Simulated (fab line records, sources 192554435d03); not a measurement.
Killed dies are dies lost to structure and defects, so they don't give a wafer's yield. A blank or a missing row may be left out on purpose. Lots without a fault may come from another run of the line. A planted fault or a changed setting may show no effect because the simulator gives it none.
One fault seen from 2 desks | flow n5_finfet | each desk has only its own numbers; what lay behind them comes last

THE TOOL OWNER'S DESK: epi_rpcvd-01
The tool's own readings at N5_WELL_APT_EPI_41 (deposits Si from SiH4/H2, target thk 50 nm, time 297.7 s): means of the sampled wafers that have a number, for each lot that ran on this tool. A lot is out of limits, marked OUT, if its mean lies more than 4 standard deviations from the usual mean; the brackets give that distance.
Columns: A = chamber_pressure_Torr at N5_WELL_APT_EPI_41, usual 20.01 Torr; B = throttle_valve_pct at N5_WELL_APT_EPI_41, usual 10.9 %
lot  | first seen here | A     | B
L357 | day 2 10:54     | 20.03 | 10.4
L360 | day 3 04:14     | 19.94 | 10.6
L361 | day 3 10:02     | 20.08 | 10.5
L365 | day 4 09:58     | 19.96 | 10.6
L367 | day 4 22:28     | 19.98 | 10.5
L368 | day 5 04:25     | 20.00 | 10.6
L369 | day 5 11:04     | 20.01 | 10.5
This desk's finding: nothing out of limits on any of the 7 lots.

THE METROLOGY DESK
What the gauges read, lot by lot, whatever tool the lot ran on: means of the sampled wafers that have a number. A lot is out of limits, marked OUT, if its mean lies more than 4 standard deviations from the usual mean; the brackets give that distance. Of its 12 readings 7 are shown: those that lie furthest out on some lot.
Columns: A = CJ_N at N5_BEOL_M4_RC_MEAS_101, usual 4.35; B = CJ_P at N5_BEOL_M4_RC_MEAS_101, usual 5.82; C = DIBL_P at N5_BEOL_M4_RC_MEAS_101, usual 36.2 mV/V; D = ION_N at N5_BEOL_M4_RC_MEAS_101, usual 675 uA/um; E = SS_N at N5_BEOL_M4_RC_MEAS_101, usual 71.4 mV/dec; F = SS_P at N5_BEOL_M4_RC_MEAS_101, usual 73.2 mV/dec; G = VT_P at N5_BEOL_M4_RC_MEAS_101, usual -251 mV
lot  | first seen here | A    | B    | C    | D   | E    | F    | G
L355 | day 9 05:26     | 4.41 | 5.88 | 36.8 | 686 | 72.2 | 73.6 | -248
L357 | day 11 04:26    | 4.44 | 5.77 | 34.3 | 673 | 70.7 | 72.9 | -254
L359 | day 11 22:34    | 4.37 | 5.94 | 38.7 | 681 | 71.4 | 73.6 | -251
L360 | day 12 00:50    | 4.41 | 5.79 | 36.2 | 673 | 71.3 | 72.7 | -251
L361 | day 12 05:21    | 4.17 | 5.97 | 36.4 | 668 | 71.7 | 73.0 | -253
L367 | day 13 08:44    | 4.46 | 5.99 | 35.2 | 662 | 71.4 | 72.8 | -250
L365 | day 13 09:31    | 4.27 | 5.85 | 37.8 | 682 | 71.6 | 73.5 | -254
L356 | day 13 19:13    | 4.37 | 5.80 | 37.6 | 678 | 71.9 | 73.6 | -251
L369 | day 13 22:02    | 4.49 | 5.60 | 35.5 | 665 | 70.9 | 73.1 | -247
L368 | day 14 22:04    | 4.47 | 5.39 | 36.3 | 676 | 71.1 | 72.7 | -249
This desk's finding: nothing out of limits on any of the 10 lots.

PUT TOGETHER
The tool owner's desk saw nothing out of limits.
The metrology desk saw nothing out of limits.

WHAT THE SIMULATOR HAD PUT IN
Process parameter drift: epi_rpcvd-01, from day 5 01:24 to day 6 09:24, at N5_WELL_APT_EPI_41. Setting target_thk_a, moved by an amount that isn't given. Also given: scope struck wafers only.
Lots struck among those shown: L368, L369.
